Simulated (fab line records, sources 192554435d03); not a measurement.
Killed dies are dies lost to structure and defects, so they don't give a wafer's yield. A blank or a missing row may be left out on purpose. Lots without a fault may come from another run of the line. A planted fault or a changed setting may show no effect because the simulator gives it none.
Chamber matching | flow n5_finfet | N5_BEOL_M12_DESCUM_33 on rie_diel-01: 4 sister chambers
The step chemistry O2, time 7.9 s. 22 wafers are shown with their chamber, then 11 later ones without.

WAFERS WITH THEIR CHAMBER
wafer  | chamber | drypump_motor_current_A (A) | throttle_valve_pct (%) | showerhead_plenum_p_Torr (Torr)
L075.3 | 3       | 5.5                         | 20.64                  | 2.09
L075.4 | 2       | 6.3                         | 20.43                  | 2.10
L075.6 | 3       | 5.5                         | 20.64                  | 2.09
L079.1 | 1       | 6.0                         | 20.93                  | 2.03
L079.4 | 3       | 5.6                         | 20.65                  | 2.09
L079.6 | 3       | 5.5                         | 20.66                  | 2.09
L087.2 | 1       | 6.0                         | 20.96                  | 2.02
L087.3 | 3       | 5.5                         | 20.68                  | 2.08
L087.4 | 2       | 6.3                         | 20.49                  | 2.09
L089.4 | 0       | 5.2                         | 20.25                  | 2.10
L089.5 | 3       | 5.5                         | 20.69                  | 2.08
L089.6 | 0       | 5.2                         | 20.25                  | 2.10
L091.1 | 0       | 5.2                         | 20.25                  | 2.10
L091.2 | 2       | 6.3                         | 20.50                  | 2.09
L091.5 | 0       | 5.2                         | 20.27                  | 2.10
L093.1 | 2       | 6.3                         | 20.52                  | 2.09
L093.2 | 0       | 5.2                         | 20.28                  | 2.10
L093.3 | 3       | 5.5                         | 20.69                  | 2.08
L092.1 | 0       | 5.2                         | 20.26                  | 2.10
L092.2 | 1       | 6.0                         | 20.97                  | 2.02
L092.3 | 2       | 6.3                         | 20.50                  | 2.09
L095.1 | 3       | 5.5                         | 20.70                  | 2.07

SIGNATURES (means of the wafers above)
reading                  | chamber 0 | chamber 1 | chamber 2 | chamber 3 | scatter within a chamber
drypump_motor_current_A  | 5.200     | 6.000     | 6.300     | 5.513     | 0.022
throttle_valve_pct       | 20.2600   | 20.9533   | 20.4880   | 20.6687   | 0.0241
showerhead_plenum_p_Torr | 2.1000    | 2.0233    | 2.0920    | 2.0837    | 0.00545
Rule: a wafer's distance from a chamber is the root of the sum, over the readings, of the square of ((its reading less the chamber's mean) divided by the reading's scatter). The wafer belongs to the nearest chamber; if the next one is less than 2 further off, it can't be placed. The scatter: the root of (the sum of the squares of (reading less its chamber's mean) over the shown wafers, divided by (wafers less chambers)).

WAFERS WITHOUT THEIR CHAMBER
wafer  | drypump_motor_current_A (A) | throttle_valve_pct (%) | showerhead_plenum_p_Torr (Torr)
L095.2 | 6.0                         | 20.98                  | 2.02
L095.3 | 5.2                         | 20.27                  | 2.10
L097.1 | 6.0                         | 20.99                  | 2.02
L097.3 | 5.2                         | 20.26                  | 2.10
L097.6 | 6.3                         | 20.53                  | 2.09
L094.2 | 5.2                         | 20.26                  | 2.09
L094.4 | 6.3                         | 20.52                  | 2.09
L094.5 | 6.0                         | 20.97                  | 2.02
L096.2 | 5.5                         | 20.69                  | 2.07
L096.3 | 6.3                         | 20.50                  | 2.09
L096.4 | 6.0                         | 20.99                  | 2.02

WHICH CHAMBER EACH WENT THROUGH
wafer  | from the rows above | in truth
L095.2 | 1                   | 1
L095.3 | 0                   | 0
L097.1 | 1                   | 1
L097.3 | 0                   | 0
L097.6 | 2                   | 2
L094.2 | 0                   | 0
L094.4 | 2                   | 2
L094.5 | 1                   | 1
L096.2 | 3                   | 3
L096.3 | 2                   | 2
L096.4 | 1                   | 1
Placed correctly: 11 of 11. Can't be placed from these rows: 0. Placed wrongly: 0.
